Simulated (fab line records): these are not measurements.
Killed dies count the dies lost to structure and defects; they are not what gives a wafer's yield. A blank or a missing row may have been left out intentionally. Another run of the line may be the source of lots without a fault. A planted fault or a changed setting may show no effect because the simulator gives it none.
A struck lot beside a sound one :: flow n5-finfet :: 27 steps out of a route of 1938
Sound: the wafers L912.1, L912.2, L912.3. Wafers L913.3, L913.4, L913.5 were the ones struck. Last of all comes the cause.
Per side, at each step with rows, come the tool, then ch with its chambers, and then its first start. Under that, the readings that differ: sound wafers :: struck wafers :: difference of the means :: sigmas: that difference in standard deviations of wafers without a fault.
alike: same words and numbers on both sides, and readings whose means sit less than 2 such deviations apart. not compared: any withheld reading, any reading some wafer has no value for, any bound like >300 that may hide the same value, and any number with overlapping values for which the record gives no deviation.
The two part at a step that has a row with sigmas, a row that says differs or no value, or rows on one side only. Numbers that don't overlap but have no deviation are shown without sigmas and don't part them. A reading missing from all wafers of one side parts the sides only when that side holds two or more wafers.

first, 9 steps without rows for these wafers: N5_BEOL_M5_DESCUM_16 (chemistry O2, time 7 s); N5_BEOL_M5_ETCH_72 (etches underlayer in N2/H2, target depth 6.5 nm, time 5.2 s); N5_BEOL_M5_ETCH_61 (etches SiARC in CF4, target depth 15.6 nm, time 26 s); N5_BEOL_M5_ETCH_62 (etches SOC in N2/H2, target depth 75 nm, overetch 15 nm, time 112.5 s); N5_BEOL_M5_STRIP_63 (strips in N2/H2); N5_BEOL_M5_STRIP_73 (strips in N2/H2); N5_BEOL_M5_STRIP_64 (strips in CF4); N5_BEOL_M5_HM_OPEN_17 (chemistry Cl2/BCl3, target TiN, target depth 20 nm, overetch 6 nm); N5_BEOL_M5_STRIP_19 (strips in O2).
N5_BEOL_M5_COAT_65: time 60 s, resist thk 60 nm.
  sound on litho-track-02 ch 0, day 13 19:23; struck on litho-track-05 ch 0, day 14 00:05
reading: spin-speed-rpm (rpm)
sound: 1498.7 1498.8 1499.8
struck: 1216.2 1216.0 1219.3
difference: -281.9
sigmas: -99 or more

reading: model.SOC_of_BEOL_M5_COAT_65.thk-nm (nm)
sound: 59.8 60 60
struck: 66.2 66.4 66.2
difference: +6.3
sigmas: 
then, 11 steps without rows for these wafers: N5_BEOL_M5_COAT_66 (time 60 s, resist thk 12 nm); N5_BEOL_M5_COAT_74 (time 60 s, resist thk 5 nm); N5_BEOL_M5_COAT_22 (resist thk 30 nm); N5_BEOL_M5_EBR_24; N5_BEOL_M5_SOFTBAKE_23 (time 60 s); N5_BEOL_M5_EXPOSE_25 (exposes mask V4, defocus 10 nm); N5_BEOL_M5_PEB_26 (peb time 60 s); N5_BEOL_M5_DEVELOP_27 (develop time 30 s); N5_BEOL_M5_DESCUM_33 (chemistry O2, time 7 s); N5_BEOL_M5_ETCH_75 (etches underlayer in N2/H2, target depth 6.5 nm, time 5.2 s); N5_BEOL_M5_ETCH_67 (etches SiARC in CF4, target depth 15.6 nm, time 26 s).
N5_BEOL_M5_ETCH_68: etches SOC in N2/H2, target depth 80 nm, overetch 16 nm, time 120 s.
  sound on rie-diel-04 ch 1,2,3, day 13 20:07; struck on rie-diel-04 ch 1,2,3, day 14 00:34
reading: model.etch.depth-nm (nm)
sound: 59.86 59.98 60.06
struck: 66.29 66.44 66.19
difference: +6.34
sigmas: 
  alike: chamber-pressure-mTorr, drypump-motor-current-A, oes-product-au, rf-vpp-V, showerhead-plenum-p-Torr, throttle-valve-pct
  not compared: rf-hours-counter-h
then, 2 steps without rows for these wafers: N5_BEOL_M5_STRIP_69 (strips in N2/H2); N5_BEOL_M5_STRIP_76 (strips in N2/H2).
N5_BEOL_M5_VIA_ETCH_34: etches SiCOH lowk in C4F6/O2, target depth 88.3 nm, time 39.2 s.
  sound on rie-diel-04 ch 1,2,3, day 13 20:13; struck on rie-diel-04 ch 1,2,3, day 14 00:40
reading: model.SOC_of_BEOL_M5_COAT_65.thk-nm (nm)
sound: 55.8 55.8 56
struck: 62.2 62.4 62
difference: +6.3
sigmas: 
  alike: O2_flow_sccm, chamber-pressure-mTorr, drypump-motor-current-A, oes-product-au, rf-vpp-V, showerhead-plenum-p-Torr, throttle-valve-pct
  not compared: rf-hours-counter-h
then, 1 step without rows for these wafers: N5_BEOL_M5_STRIP_85 (strips in C4F6/O2).
-- record jumps: 4 days separate the struck wafers' starts on either side; left off in module BEOL_M5, taken up again in module PASSIVATION, whose first shown step is the route's number 1936 --
N5_PASSIVATION_PROBE_49:
  record: rows for the struck wafers here (prober-02, day 18 02:44), none for the sound ones

WHERE THEY PART
Earliest at N5_BEOL_M5_COAT_65; latest, in this record, at N5_PASSIVATION_PROBE_49.

WHY: whatever the simulator had introduced
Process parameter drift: litho-track-05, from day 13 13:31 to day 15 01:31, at N5_BEOL_M5_COAT_65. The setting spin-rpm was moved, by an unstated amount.
